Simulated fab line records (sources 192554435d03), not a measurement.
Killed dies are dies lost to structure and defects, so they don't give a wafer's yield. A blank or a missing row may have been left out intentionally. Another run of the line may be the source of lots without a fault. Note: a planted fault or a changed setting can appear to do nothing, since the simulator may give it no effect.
Chamber matching | flow n5 finfet | rie diel-03 running N5_BEOL_M8_DESCUM_16: 4 sister chambers
The step chemistry O2, time 7.9 s. 27 wafers are shown with their chamber, then 12 later ones without.

== EACH WAFER AND ITS CHAMBER ==
wafer  | chamber | drypump motor current A (A) | throttle valve pct (%) | showerhead plenum p Torr (Torr)
L074.1 | 2       | 6.0                         | 20.33                  | 2.00
L074.2 | 3       | 5.6                         | 20.65                  | 2.13
L074.4 | 3       | 5.6                         | 20.66                  | 2.13
L076.1 | 2       | 6.1                         | 20.34                  | 1.99
L076.2 | 3       | 5.6                         | 20.67                  | 2.12
L076.4 | 1       | 5.2                         | 20.08                  | 2.21
L075.3 | 0       | 6.3                         | 20.77                  | 2.17
L075.4 | 3       | 5.6                         | 20.67                  | 2.12
L075.6 | 0       | 6.3                         | 20.79                  | 2.17
L077.1 | 3       | 5.6                         | 20.68                  | 2.12
L077.2 | 0       | 6.2                         | 20.77                  | 2.17
L077.5 | 3       | 5.6                         | 20.67                  | 2.12
L080.1 | 2       | 6.0                         | 20.40                  | 1.99
L080.2 | 1       | 5.2                         | 20.09                  | 2.20
L080.4 | 3       | 5.6                         | 20.70                  | 2.12
L082.1 | 3       | 5.6                         | 20.71                  | 2.12
L082.2 | 1       | 5.2                         | 20.09                  | 2.20
L082.6 | 3       | 5.6                         | 20.69                  | 2.12
L083.1 | 2       | 6.0                         | 20.38                  | 1.98
L083.2 | 3       | 5.6                         | 20.71                  | 2.12
L083.5 | 2       | 6.0                         | 20.39                  | 1.98
L085.1 | 1       | 5.2                         | 20.11                  | 2.20
L085.3 | 3       | 5.6                         | 20.71                  | 2.11
L085.5 | 0       | 6.3                         | 20.80                  | 2.16
L086.1 | 0       | 6.3                         | 20.80                  | 2.16
L086.4 | 3       | 5.6                         | 20.72                  | 2.11
L086.5 | 3       | 5.6                         | 20.72                  | 2.11

SIGNATURES (averages over the wafers above)
reading                  | chamber 0 | chamber 1 | chamber 2 | chamber 3 | scatter within a chamber
drypump motor current A  | 6.280     | 5.200     | 6.020     | 5.600     | 0.0264
throttle valve pct       | 20.7860   | 20.0925   | 20.3680   | 20.6892   | 0.023
showerhead plenum p Torr | 2.1660    | 2.2025    | 1.9880    | 2.1192    | 0.00649
Rule: for each reading, subtract the chamber's mean from the wafer's reading, divide by that reading's scatter and square the result; add these up over the readings and take the root, which gives the wafer's distance from the chamber. If the next closest chamber is less than 2 further off than the closest, the wafer can't be placed; otherwise it belongs to the closest. The scatter: take each reading less its chamber's mean, square it, sum over the shown wafers, divide by the number of wafers less the number of chambers, and take the root.

== WAFERS MISSING THEIR CHAMBER ==
wafer  | drypump motor current A (A) | throttle valve pct (%) | showerhead plenum p Torr (Torr)
L087.1 | 5.2                         | 20.12                  | 2.20
L087.4 | 5.6                         | 20.73                  | 2.11
L087.5 | 5.2                         | 20.14                  | 2.20
L089.3 | 6.3                         | 20.84                  | 2.16
L089.4 | 6.0                         | 20.42                  | 1.98
L089.6 | 5.2                         | 20.14                  | 2.20
L091.2 | 6.0                         | 20.41                  | 1.98
L091.3 | 5.2                         | 20.14                  | 2.20
L091.5 | 6.2                         | 20.83                  | 2.16
L093.1 | 5.1                         | 20.16                  | 2.19
L093.5 | 6.3                         | 20.84                  | 2.15
L093.6 | 5.6                         | 20.29                  | 2.11

== WHICH CHAMBER EACH ONE RAN IN ==
wafer  | from the rows above | in truth
L087.1 | 1                   | 1
L087.4 | 3                   | 3
L087.5 | 1                   | 1
L089.3 | 0                   | 0
L089.4 | 2                   | 2
L089.6 | 1                   | 1
L091.2 | 2                   | 2
L091.3 | 1                   | 1
L091.5 | 0                   | 0
L093.1 | 1                   | 1
L093.5 | 0                   | 0
L093.6 | 3                   | 3
Correctly placed: 12 of 12. Number that these rows cannot place: 0. Number placed wrongly: 0.
